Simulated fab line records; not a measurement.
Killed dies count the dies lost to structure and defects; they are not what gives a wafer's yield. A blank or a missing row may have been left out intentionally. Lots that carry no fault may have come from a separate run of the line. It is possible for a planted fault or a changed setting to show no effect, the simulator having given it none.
What tool caused it?    flow n5-finfet    6 lots, 17 wafers sampled, at 2 steps of a route of 1938

WHAT EACH GAUGE READ, for each wafer
N5_FIN_CUT_CD_MEAS_08: the cd target is 29.1 nm.
lot   measured     on         cd-nm (nm)
L549  day 2 10:41  cd-sem-02  29.03 28.89 29.03
L551  day 2 20:39  cd-sem-02  29.02 29.41 28.82
L553  day 3 09:39  cd-sem-02  29.20 28.98
L565  day 6 09:35  cd-sem-02  29.19 29.33 29.08
L567  day 6 20:58  cd-sem-01  29.00 29.19 28.68
L569  day 7 09:17  cd-sem-01  28.96 28.74 28.86

TOOL THAT RAN EACH LOT (tool first, then ch and the chambers of the sampled wafers, then the start)
lot   N5_FIN_SAQP_HM_CD_35
L549  cd-sem-02, day 2 10:04
L551  cd-sem-01, day 2 20:02
L553  cd-sem-02, day 3 08:49
L565  cd-sem-01, day 6 08:58
L567  cd-sem-01, day 6 20:20
L569  cd-sem-02, day 7 08:32
- N5_FIN_SAQP_HM_CD_35: target cd 8 nm.

THE ANSWER, worked out from the rows above alone
Rule: the usual values come from the lots themselves. The widest of any qualifying gaps counts: lots, ordered by their means at a reading, are off when they make up no more than a third of the lots, leave a main group of 4 or more, and stand apart from it by 3 or more times the standard deviation of that group's means. If all means in a main group match to the digits the tables above print for the reading, that group is not used. Also off: a lot with no number at a reading for which 4 or more lots have one. All remaining lots with rows at the step are treated as sound.
Across all readings shown, no lot is off: no conclusion can be drawn from this.

WHAT THE SIMULATOR HAD INSERTED
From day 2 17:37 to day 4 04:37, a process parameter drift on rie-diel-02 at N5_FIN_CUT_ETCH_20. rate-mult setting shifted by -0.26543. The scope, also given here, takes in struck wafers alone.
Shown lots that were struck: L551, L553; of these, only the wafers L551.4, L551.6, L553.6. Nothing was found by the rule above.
